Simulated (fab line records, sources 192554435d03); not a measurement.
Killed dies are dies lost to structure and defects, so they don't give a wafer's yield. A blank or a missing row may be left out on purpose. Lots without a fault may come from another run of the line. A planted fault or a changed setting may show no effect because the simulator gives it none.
Which tool did it? | flow n5_finfet | 10 lots, 27 wafers sampled, at 5 steps of a route of 1938

WHAT THE GAUGES READ, wafer by wafer
The record holds no reading of a measuring or inspecting step that can be judged against a usual standard deviation.

WHICH TOOL RAN EACH LOT (tool, then ch and the chambers of the sampled wafers, then the start)
lot  | N5_BEOL_M5_STRIP_64                | N5_BEOL_M5_HM_OPEN_17             | N5_BEOL_M5_ETCH_67                 | N5_BEOL_M5_STRIP_36                | N5_PASSIVATION_PROBE_49
L123 | rie_diel-04 ch 0,2,3, day 8 03:07  | rie_metal-01 ch 0,1, day 8 03:10  | rie_diel-05 ch 0,1,2, day 8 03:50  | rie_diel-05 ch 0,1,2, day 8 04:01  | -
L124 | rie_diel-04 ch 0,1, day 8 12:02    | rie_metal-01 ch 1, day 8 12:04    | rie_diel-06 ch 1,2,3, day 8 14:11  | rie_diel-06 ch 1,2,3, day 8 14:22  | prober-02, day 12 14:05
L128 | rie_diel-06 ch 0,1,2, day 10 10:58 | rie_metal-02 ch 1, day 10 11:05   | rie_diel-05 ch 1,2,3, day 10 12:22 | rie_diel-05 ch 1,2,3, day 10 12:32 | -
L133 | rie_diel-04 ch 0,1,2, day 11 00:02 | rie_metal-01 ch 0,1, day 11 00:05 | rie_diel-05 ch 1,2,3, day 11 02:03 | rie_diel-05 ch 1,2,3, day 11 02:13 | -
L131 | rie_diel-06 ch 0,1, day 11 04:02   | rie_metal-03 ch 0,1, day 11 04:05 | rie_diel-05 ch 0,1,3, day 11 05:46 | rie_diel-05 ch 0,1,3, day 11 05:56 | -
L139 | rie_diel-05 ch 2, day 12 04:10     | rie_metal-02 ch 0,1, day 12 04:13 | rie_diel-05 ch 0,3, day 12 05:02   | rie_diel-05 ch 0,3, day 12 05:13   | -
L140 | rie_diel-04 ch 1,3, day 12 21:07   | rie_metal-02 ch 0,1, day 12 21:10 | rie_diel-05 ch 1,2, day 12 22:09   | rie_diel-05 ch 1,2, day 12 22:19   | -
L142 | rie_diel-06 ch 1,2, day 13 00:44   | rie_metal-02 ch 1, day 13 00:47   | rie_diel-05 ch 2, day 13 01:55     | rie_diel-05 ch 2, day 13 02:05     | prober-01, day 17 16:22
L144 | rie_diel-04 ch 0,2, day 14 07:30   | rie_metal-02 ch 0,1, day 14 07:32 | rie_diel-06 ch 0,1,3, day 14 09:47 | rie_diel-06 ch 0,1,3, day 14 09:57 | -
L145 | rie_diel-05 ch 0,1, day 14 10:07   | rie_metal-02 ch 0,1, day 14 10:11 | rie_diel-06 ch 0,1,2, day 14 12:39 | rie_diel-06 ch 0,1,2, day 14 12:49 | -
- N5_BEOL_M5_STRIP_64: strips in CF4.
- N5_BEOL_M5_HM_OPEN_17: chemistry Cl2/BCl3, target TiN, target depth 20 nm, overetch 6 nm.
- N5_BEOL_M5_ETCH_67: etches SiARC in CF4, target depth 15.6 nm, time 26 s.
- N5_BEOL_M5_STRIP_36: strips in N2/H2.
- N5_PASSIVATION_PROBE_49

WHAT THE TOOLS THEMSELVES READ (means of the sampled wafers that have a number; where no wafer has one, the mark that the record gives instead)
N5_BEOL_M5_STRIP_64. Usual: chamber_pressure_mTorr 50.00 mTorr, standard deviation 0.047; drypump_motor_current_A 5.6 A, standard deviation 0.43; oes_product_au 0.78 a.u., standard deviation 0.068; power_w 300.1 W, standard deviation 0.92; rf_vpp_V 271.8 V, standard deviation 1.5; showerhead_plenum_p_Torr 1.82 Torr, standard deviation 0.068; throttle_valve_pct 13.65 %, standard deviation 0.29.
lot  | tool        | chamber_pressure_mTorr (mTorr) | drypump_motor_current_A (A) | oes_product_au (a.u.) | power_w (W) | rf_vpp_V (V) | showerhead_plenum_p_Torr (Torr) | throttle_valve_pct (%) | flag
L123 | rie_diel-04 | 50.00                          | 5.9                         | 0.75                  | 299.2       | 271.6        | 1.79                            | 13.85                  |
L124 | rie_diel-04 | 50.01                          | 6.2                         | 0.80                  | 301.2       | 271.0        | 1.83                            | 13.71                  |
L128 | rie_diel-06 | 50.02                          | 5.6                         | 0.86                  | 300.4       | 272.2        | 1.88                            | 13.32                  |
L133 | rie_diel-04 | 49.97                          | 5.9                         | 0.73                  | 300.6       | 271.4        | 1.79                            | 13.81                  |
L131 | rie_diel-06 | 49.98                          | 5.3                         | 0.85                  | 300.5       | 272.9        | 1.90                            | 13.26                  |
L139 | rie_diel-05 | 50.01                          | 4.9                         | 0.74                  | 300.0       | 271.1        | 1.81                            | 13.94                  |
L140 | rie_diel-04 | 49.97                          | 5.9                         | 0.68                  | 299.6       | 272.7        | 1.86                            | 13.95                  |
L142 | rie_diel-06 | 50.02                          | 5.5                         | 0.83                  | 299.4       | 272.4        | 1.86                            | 13.20                  |
L144 | rie_diel-04 | 49.99                          | 6.1                         | 0.75                  | 300.0       | 270.6        | 1.76                            | 13.84                  |
L145 | rie_diel-05 | 50.00                          | 5.8                         | 0.79                  | 299.8       | 270.9        | 1.73                            | 13.57                  |

N5_BEOL_M5_HM_OPEN_17. Usual: chamber_pressure_mTorr 10.000 mTorr, standard deviation 0.01; drypump_motor_current_A 5.9 A, standard deviation 0.48; he_backside_leak_sccm 3.34 sccm, standard deviation 0.26; oes_ar_750_au 0.76 a.u., standard deviation 0.1; oes_product_au 0.66 a.u., standard deviation 0.084; throttle_valve_pct 22.18 %, standard deviation 0.19.
lot  | tool         | chamber_pressure_mTorr (mTorr) | drypump_motor_current_A (A) | he_backside_leak_sccm (sccm) | oes_ar_750_au (a.u.) | oes_product_au (a.u.) | throttle_valve_pct (%) | flag
L123 | rie_metal-01 | 10.001                         | 5.6                         | 3.30                         | 0.65                 | 0.57                  | 22.21                  |
L124 | rie_metal-01 | 10.002                         | 5.9                         | 3.36                         | 0.61                 | 0.54                  | 22.30                  |
L128 | rie_metal-02 | 10.001                         | 6.1                         | 3.21                         | 0.76                 | 0.65                  | 21.99                  |
L133 | rie_metal-01 | 9.996                          | 5.6                         | 4.07                         | 0.64                 | 0.55                  | 22.24                  |
L131 | rie_metal-03 | 10.010                         | 6.4                         | 3.38                         | 0.77                 | 0.69                  | 22.31                  |
L139 | rie_metal-02 | 10.014                         | 6.0                         | 3.22                         | 0.86                 | 0.73                  | 22.09                  |
L140 | rie_metal-02 | 9.984                          | 6.0                         | 3.28                         | 0.84                 | 0.72                  | 22.09                  |
L142 | rie_metal-02 | 9.994                          | 6.1                         | 3.26                         | 0.75                 | 0.64                  | 21.98                  |
L144 | rie_metal-02 | 9.994                          | 6.0                         | 3.34                         | 0.86                 | 0.74                  | 22.12                  |
L145 | rie_metal-02 | 9.999                          | 6.1                         | 3.22                         | 0.80                 | 0.68                  | 22.07                  |

N5_BEOL_M5_ETCH_67. Usual: chamber_pressure_mTorr 40.00 mTorr, standard deviation 0.038; drypump_motor_current_A 5.6 A, standard deviation 0.42; etch_rf_on_time_s 26.1 s, standard deviation 0.44; oes_product_au 0.67 a.u., standard deviation 0.062; rf_vpp_V 184.1 V, standard deviation 1.3; showerhead_plenum_p_Torr 2.15 Torr, standard deviation 0.087; throttle_valve_pct 15.70 %, standard deviation 0.25.
lot  | tool        | chamber_pressure_mTorr (mTorr) | drypump_motor_current_A (A) | etch_rf_on_time_s (s) | oes_product_au (a.u.) | rf_vpp_V (V) | showerhead_plenum_p_Torr (Torr) | throttle_valve_pct (%) | flag
L123 | rie_diel-05 | 39.98                          | 5.4                         | 26.4                  | 0.69                  | 183.5        | 2.10                            | 15.64                  |
L124 | rie_diel-06 | 40.02                          | 5.5                         | 25.9                  | 0.76                  | 185.5        | 2.25                            | 15.28                  |
L128 | rie_diel-05 | 40.02                          | 5.2                         | 26.1                  | 0.63                  | 183.2        | 2.08                            | 15.81                  |
L133 | rie_diel-05 | 40.00                          | 5.2                         | 26.0                  | 0.63                  | 184.0        | 2.08                            | 15.81                  |
L131 | rie_diel-05 | 40.00                          | 5.5                         | 26.3                  | 0.66                  | 183.2        | 2.05                            | 15.66                  |
L139 | rie_diel-05 | 40.03                          | 5.4                         | 34.2                  | 0.58                  | 183.1        | 2.05                            | 15.66                  | OFF
L140 | rie_diel-05 | 39.98                          | 5.2                         | 34.1                  | 0.56                  | 185.2        | 2.10                            | 15.82                  | OFF
L142 | rie_diel-05 | 39.97                          | 4.9                         | 30.4                  | 0.59                  | 183.9        | 2.15                            | 15.93                  | OFF
L144 | rie_diel-06 | 40.00                          | 5.5                         | 25.6                  | 0.71                  | 185.8        | 2.26                            | 15.50                  |
L145 | rie_diel-06 | 40.00                          | 5.6                         | 25.7                  | 0.72                  | 185.3        | 2.24                            | 15.46                  |

N5_BEOL_M5_STRIP_36. Usual: chamber_pressure_mTorr 20.00 mTorr, standard deviation 0.035; drypump_motor_current_A 5.6 A, standard deviation 0.42; oes_product_au 0.78 a.u., standard deviation 0.074; power_w 450.2 W, standard deviation 1.4; rf_vpp_V 59.4 V, standard deviation 1.4; showerhead_plenum_p_Torr 2.55 Torr, standard deviation 0.1; temp_c 40.01 C, standard deviation 0.12; throttle_valve_pct 23.70 %, standard deviation 0.27.
lot  | tool        | chamber_pressure_mTorr (mTorr) | drypump_motor_current_A (A) | oes_product_au (a.u.) | power_w (W) | rf_vpp_V (V) | showerhead_plenum_p_Torr (Torr) | temp_c (C) | throttle_valve_pct (%) | flag
L123 | rie_diel-05 | 20.03                          | 5.4                         | 0.81                  | 448.8       | 59.6         | 2.51                            | 39.86      | 23.82                  |
L124 | rie_diel-06 | 20.01                          | 5.5                         | 0.89                  | 451.9       | 59.6         | 2.66                            | 39.91      | 23.36                  |
L128 | rie_diel-05 | 20.02                          | 5.2                         | 0.74                  | 447.7       | 60.1         | 2.47                            | 39.97      | 23.91                  |
L133 | rie_diel-05 | 19.99                          | 5.2                         | 0.74                  | 448.9       | 59.6         | 2.47                            | 40.04      | 23.92                  |
L131 | rie_diel-05 | 20.04                          | 5.5                         | 0.77                  | 449.8       | 59.1         | 2.44                            | 40.07      | 23.74                  |
L139 | rie_diel-05 | 19.98                          | 5.5                         | 0.78                  | 450.5       | 57.5         | 2.44                            | 39.98      | 23.68                  |
L140 | rie_diel-05 | 20.00                          | 5.2                         | 0.74                  | 449.5       | 58.5         | 2.50                            | 40.01      | 23.98                  |
L142 | rie_diel-05 | 19.98                          | 4.9                         | 0.76                  | 450.4       | 59.2         | 2.56                            | 39.94      | 24.06                  |
L144 | rie_diel-06 | 20.02                          | 5.5                         | 0.83                  | 449.7       | 59.5         | 2.68                            | 40.02      | 23.59                  |
L145 | rie_diel-06 | 20.02                          | 5.6                         | 0.84                  | 448.7       | 59.2         | 2.65                            | 39.92      | 23.57                  |

N5_PASSIVATION_PROBE_49. Usual: defect_limited_yield 91.3 %, standard deviation 1.3; killed_at_M0_to_M3 36, standard deviation 12; killed_at_M4_up 13, standard deviation 4.6; killed_at_contacts 13, standard deviation 5.4; killed_at_front_end 37, standard deviation 10; killed_at_other 3.6, standard deviation 2.9; killed_dies 102, standard deviation 15; killed_open 67, standard deviation 12; killed_short 33, standard deviation 7.5; sort_bin_5_function 5.1 %, standard deviation 0.93; sort_bin_6_memory 3.2 %, standard deviation 0.62; sort_n_pass 1078, standard deviation 15; sort_yield_pct 91.3 %, standard deviation 1.3.
lot  | tool      | defect_limited_yield (%) | killed_at_M0_to_M3 | killed_at_M4_up | killed_at_contacts | killed_at_front_end | killed_at_other | killed_dies | killed_open | killed_short | sort_bin_5_function (%) | sort_bin_6_memory (%) | sort_n_pass | sort_yield_pct (%) | flag
L124 | prober-02 | 91.9                     | 32                 | 8               | 18                 | 36                  | 1.7             | 96          | 67          | 28           | 4.8                     | 3.0                   | 1084        | 91.9               |
L142 | prober-01 | 91.0                     | 40                 | 11              | 15                 | 38                  | 2.0             | 106         | 70          | 36           | 5.4                     | 3.3                   | 1074        | 91.0               |

THE ANSWER, worked out from the rows above alone
Rule: a lot is off if the mean of its wafers that have a number lies more than 3 standard deviations from the usual mean. A lot without any number at a reading at which 4 lots or more have one is off too. The other lots that the step has rows for count as sound. The gauges are gone through in route order, then the tools' own readings, and for those a lot's mean is taken as printed above. The first step at which some lot is off is used, and at that step the reading that is off furthest; a lot without a number counts as furthest.
Off: L139, L140, L142, at N5_BEOL_M5_ETCH_67 (etch_rf_on_time_s).
A tool fits if, at that step or a process step before it, it ran every lot that is off, and no sound lot after the first of them. One fits: rie_diel-05 at N5_BEOL_M5_ETCH_67. Its last sound lot is L131 (day 11 05:46), its first lot that is off L139 (day 12 05:02): a fault that began between those two fits.
The tool's own readings at N5_BEOL_M5_ETCH_67 bear it out: on the lots that are off they differ by more than 5 times the standard deviation of the sound lots' means. etch_rf_on_time_s reads 32.9 s there against 26.0 s on the sound lots.

WHAT THE SIMULATOR HAD PUT IN
Process parameter drift: rie_diel-05, from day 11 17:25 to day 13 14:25, at N5_BEOL_M5_ETCH_67. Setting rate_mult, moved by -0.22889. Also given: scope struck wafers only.
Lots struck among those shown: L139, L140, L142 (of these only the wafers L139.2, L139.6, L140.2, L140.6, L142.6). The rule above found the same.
